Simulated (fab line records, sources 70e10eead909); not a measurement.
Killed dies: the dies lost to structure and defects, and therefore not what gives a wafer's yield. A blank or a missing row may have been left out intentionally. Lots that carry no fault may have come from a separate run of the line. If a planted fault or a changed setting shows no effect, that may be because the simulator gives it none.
2 desks, one fault ; flow nandHarc ; what lay behind the numbers comes last; until then each desk has only its own

THE DEFECT DESK
Inspection counts along the route, by lot: the mean over sampled wafers that carry a number. A lot is out of limits, marked OUT, if its mean lies more than 4 standard deviations from the usual mean; the brackets give that distance.
Columns: A = rawDefectCount at NHARC_P_GATE_INSPECT_68, usual 211
lot;first seen here;A
L303;day 5 14:35;163
L305;day 5 21:10;156
L309;day 7 01:29;196
L312;day 7 13:16;490
L316;day 8 20:41;118
L318;day 9 07:36;135
L319;day 9 14:59;267
L322;day 10 01:11;275
L321;day 10 02:25;183
L323;day 10 13:30;235
L325;day 11 04:43;173
L326;day 11 05:10;252
Result from this desk: across the 12 lots, nothing is out of limits.

THE TOOL OWNER'S DESK: rieDiel-12
The tool's own readings at NHARC_P_GATE_ETCH_104 (etches the open film in CF4/CHF3, target depth 60 nm): means of the sampled wafers that have a number, for each lot that ran on this tool. A lot is out of limits, marked OUT, if its mean lies more than 4 standard deviations from the usual mean; the brackets give that distance.
Columns: A = drypumpMotorCurrentA at NHARC_P_GATE_ETCH_104, usual 5.7 A; B = oesProductAu at NHARC_P_GATE_ETCH_104, usual 0.946 a.u.; C = rfVppV at NHARC_P_GATE_ETCH_104, usual 370.2 V; D = showerheadPlenumPTorr at NHARC_P_GATE_ETCH_104, usual 1.56 Torr; E = throttleValvePct at NHARC_P_GATE_ETCH_104, usual 16.802 %
lot;first seen here;A;B;C;D;E
L312;day 6 18:21;5.4;0.967;370.9;1.59;16.801
L322;day 9 06:46;5.5;0.908;370.6;1.58;16.800
Result from this desk: across the 2 lots, nothing is out of limits.

ALL TOGETHER
Nothing the defect desk looked at was out of limits.
Nothing out of limits was seen by the tool owner's desk.

WHAT THE SIMULATOR HAD INSERTED
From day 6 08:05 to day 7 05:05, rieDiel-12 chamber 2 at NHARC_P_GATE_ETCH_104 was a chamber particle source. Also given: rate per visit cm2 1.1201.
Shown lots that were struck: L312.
